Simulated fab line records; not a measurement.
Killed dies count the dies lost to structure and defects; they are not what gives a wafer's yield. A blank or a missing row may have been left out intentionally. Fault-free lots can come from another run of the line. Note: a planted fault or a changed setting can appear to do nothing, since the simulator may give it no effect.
Which tool did it? ; flow n5-finfet ; 30 wafers from 10 lots sampled at 3 of the route's 1938 steps

WHAT THE GAUGES SHOWED, per wafer
N5_PASSIVATION_OVL_MEAS_66. Usual: PASS_OPEN_OVL gives 4 nm (standard deviation 7.3).
lot;measured;on;PASS_OPEN_OVL (nm);flag
L162;day 12 22:27;overlay-01;-2 -12 6;
L163;day 13 12:53;overlay-01;-1 6 1;
L164;day 12 23:23;overlay-01;-11 12 5;
L166;day 13 22:16;overlay-02;3 -1 10;
L167;day 13 18:23;overlay-01;3 -10 15;
L168;day 15 03:14;overlay-02;11 8 6;
L171;day 15 07:28;overlay-02;3 -10 -14;
L172;day 15 08:31;overlay-01;6 -1 14;
L174;day 15 18:31;overlay-01;-6 8 7;
L178;day 16 15:04;overlay-01;-6 1 15;

WHAT TOOL EACH LOT RAN ON (gives the tool, then ch and the chambers of the sampled wafers, and finally the start)
lot;N5_BEOL_M2_SPUTTER_48;N5_PASSIVATION_STRIP_14
L162;pvd-sputter-01, day 7 05:26;rie-diel-06 ch 2,3, day 12 17:10
L163;pvd-sputter-03, day 7 15:35;rie-diel-02 ch 0,2,3, day 13 07:59
L164;pvd-sputter-02, day 7 17:01;rie-diel-02 ch 0,1,2, day 12 20:00
L166;pvd-sputter-01, day 7 22:48;rie-diel-01 ch 1,2, day 13 19:16
L167;pvd-sputter-03, day 8 06:02;rie-diel-01 ch 0,3, day 13 14:47
L168;pvd-sputter-02, day 8 14:38;rie-diel-02 ch 0,2,3, day 14 23:19
L171;pvd-sputter-02, day 9 15:50;rie-diel-02 ch 1,2,3, day 15 03:57
L172;pvd-sputter-02, day 9 18:39;rie-diel-02 ch 1,2,3, day 15 05:02
L174;pvd-sputter-03, day 10 05:43;rie-diel-01 ch 0,2,3, day 15 13:22
L178;pvd-sputter-02, day 11 05:57;rie-diel-01 ch 1,2,3, day 16 11:36
- N5_BEOL_M2_SPUTTER_48: material Cu, target thk 4.5 nm, time 8.29 s.
- N5_PASSIVATION_STRIP_14: strips in O2.

WHAT THE TOOLS THEMSELVES READ (means of the sampled wafers that have a number; where no wafer has one, the mark that the record gives instead)
N5_BEOL_M2_SPUTTER_48. Usual: throttle-valve-pct 29.8 %, standard deviation 0.94.
lot;tool;throttle-valve-pct (%);flag
L162;pvd-sputter-01;29.4;
L163;pvd-sputter-03;30.6;
L164;pvd-sputter-02;29.0;
L166;pvd-sputter-01;30.1;
L167;pvd-sputter-03;30.8;
L168;pvd-sputter-02;30.1;
L171;pvd-sputter-02;30.0;
L172;pvd-sputter-02;29.5;
L174;pvd-sputter-03;30.3;
L178;pvd-sputter-02;29.6;

N5_PASSIVATION_STRIP_14. Usual: drypump-motor-current-A 5.8 A, standard deviation 0.41; oes-product-au 0.77 a.u., standard deviation 0.081; rf-vpp-V 3.5 V, standard deviation 1; showerhead-plenum-p-Torr 2.06 Torr, standard deviation 0.052; temp-c 59.99 C, standard deviation 0.11; throttle-valve-pct 16.74 %, standard deviation 0.21.
lot;tool;drypump-motor-current-A (A);oes-product-au (a.u.);rf-vpp-V (V);showerhead-plenum-p-Torr (Torr);temp-c (C);throttle-valve-pct (%);flag
L162;rie-diel-06;5.5;0.71;3.3;2.13;60.04;17.00;
L163;rie-diel-02;5.8;0.77;4.2;2.09;60.05;16.76;
L164;rie-diel-02;5.6;0.83;3.0;2.07;59.99;16.76;
L166;rie-diel-01;5.6;0.73;2.8;2.01;60.03;16.63;
L167;rie-diel-01;6.3;0.83;3.4;2.04;60.05;16.46;
L168;rie-diel-02;5.8;0.76;4.0;2.09;59.97;16.76;
L171;rie-diel-02;6.0;0.78;3.3;2.09;60.04;16.85;
L172;rie-diel-02;6.0;0.78;3.3;2.09;60.02;16.83;
L174;rie-diel-01;6.1;0.76;3.8;2.05;59.96;16.70;
L178;rie-diel-01;5.8;0.72;4.0;2.02;60.05;16.77;

THE ANSWER, worked out from the rows above alone
Rule: a lot is off if the mean of its wafers that have a number lies more than 3 standard deviations from the usual mean. Also off: a lot with no number at a reading for which 4 or more lots have one. Where the step has rows for the other lots, those lots are counted as sound. Order of review: gauges by route order, followed by the tools' own readings, for which a lot's mean as printed above is used. At the first step where some lot is off, the reading lying furthest off is the one used; lots without a number count as furthest.
Across all readings shown, no lot is off: no conclusion can be drawn from this.

WHAT HAD BEEN PUT IN BY THE SIMULATOR
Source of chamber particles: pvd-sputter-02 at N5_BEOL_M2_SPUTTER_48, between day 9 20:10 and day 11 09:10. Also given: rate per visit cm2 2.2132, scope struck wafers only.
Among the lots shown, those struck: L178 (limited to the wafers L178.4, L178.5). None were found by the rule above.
